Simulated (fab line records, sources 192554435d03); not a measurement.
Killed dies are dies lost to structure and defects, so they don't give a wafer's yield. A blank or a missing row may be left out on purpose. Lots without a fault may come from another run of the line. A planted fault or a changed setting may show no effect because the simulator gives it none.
Chamber matching | flow n5_finfet | N5_BEOL_M10_STRIP_36 on rie_diel-06: 4 sister chambers
The step strips in N2/H2. 24 wafers are shown with their chamber, then 12 later ones without.

WAFERS WITH THEIR CHAMBER
wafer  | chamber | throttle_valve_pct (%) | showerhead_plenum_p_Torr (Torr) | oes_product_au (a.u.)
L074.1 | 3       | 24.06                  | 2.43                            | 0.75
L074.3 | 0       | 23.81                  | 2.61                            | 0.70
L074.5 | 0       | 23.77                  | 2.61                            | 0.71
L076.1 | 0       | 23.80                  | 2.60                            | 0.70
L076.4 | 2       | 23.59                  | 2.61                            | 0.69
L076.6 | 1       | 23.55                  | 2.49                            | 0.95
L075.2 | 2       | 23.60                  | 2.61                            | 0.68
L075.4 | 3       | 24.05                  | 2.43                            | 0.75
L075.6 | 3       | 24.07                  | 2.43                            | 0.73
L078.2 | 0       | 23.82                  | 2.60                            | 0.69
L078.4 | 3       | 24.06                  | 2.43                            | 0.74
L078.6 | 2       | 23.58                  | 2.61                            | 0.68
L085.2 | 0       | 23.83                  | 2.59                            | 0.68
L085.5 | 0       | 23.82                  | 2.59                            | 0.67
L085.6 | 3       | 24.09                  | 2.42                            | 0.72
L084.2 | 0       | 23.84                  | 2.59                            | 0.69
L084.5 | 3       | 24.08                  | 2.42                            | 0.72
L084.6 | 0       | 23.84                  | 2.59                            | 0.67
L087.2 | 3       | 24.09                  | 2.42                            | 0.72
L087.3 | 0       | 23.82                  | 2.59                            | 0.67
L087.6 | 0       | 23.86                  | 2.59                            | 0.66
L086.1 | 0       | 23.88                  | 2.59                            | 0.67
L086.3 | 2       | 23.63                  | 2.60                            | 0.66
L086.5 | 1       | 23.55                  | 2.47                            | 0.89

SIGNATURES (means of the wafers above)
reading                  | chamber 0 | chamber 1 | chamber 2 | chamber 3 | scatter within a chamber
throttle_valve_pct       | 23.8264   | 23.5500   | 23.6000   | 24.0714   | 0.024
showerhead_plenum_p_Torr | 2.5955    | 2.4800    | 2.6075    | 2.4257    | 0.00748
oes_product_au           | 0.6827    | 0.9200    | 0.6775    | 0.7329    | 0.0174
Rule: a wafer's distance from a chamber is the root of the sum, over the readings, of the square of ((its reading less the chamber's mean) divided by the reading's scatter). The wafer belongs to the nearest chamber; if the next one is less than 2 further off, it can't be placed. The scatter: the root of (the sum of the squares of (reading less its chamber's mean) over the shown wafers, divided by (wafers less chambers)).

WAFERS WITHOUT THEIR CHAMBER
wafer  | throttle_valve_pct (%) | showerhead_plenum_p_Torr (Torr) | oes_product_au (a.u.)
L091.2 | 23.59                  | 2.47                            | 0.87
L091.5 | 23.63                  | 2.60                            | 0.65
L091.6 | 23.58                  | 2.47                            | 0.86
L095.2 | 24.14                  | 2.41                            | 0.69
L095.5 | 23.61                  | 2.46                            | 0.84
L095.6 | 23.40                  | 2.59                            | 0.97
L096.1 | 24.13                  | 2.41                            | 0.69
L096.2 | 23.42                  | 2.59                            | 0.97
L096.5 | 23.40                  | 2.59                            | 0.95
L097.3 | 23.60                  | 2.46                            | 0.86
L097.4 | 23.62                  | 2.46                            | 0.86
L097.5 | 23.30                  | 2.59                            | 0.98

WHICH CHAMBER EACH WENT THROUGH
wafer  | from the rows above     | in truth
L091.2 | 1                       | 1
L091.5 | 2                       | 2
L091.6 | 1                       | 1
L095.2 | 3                       | 3
L095.5 | 1                       | 1
L095.6 | 1                       | 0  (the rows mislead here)
L096.1 | 3                       | 3
L096.2 | 1                       | 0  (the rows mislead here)
L096.5 | can't be placed: 1 or 2 | 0
L097.3 | 1                       | 1
L097.4 | 1                       | 1
L097.5 | 1                       | 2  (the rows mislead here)
Placed correctly: 8 of 12. Can't be placed from these rows: 1 (the true chamber is among the candidates in 0). Placed wrongly: 3.
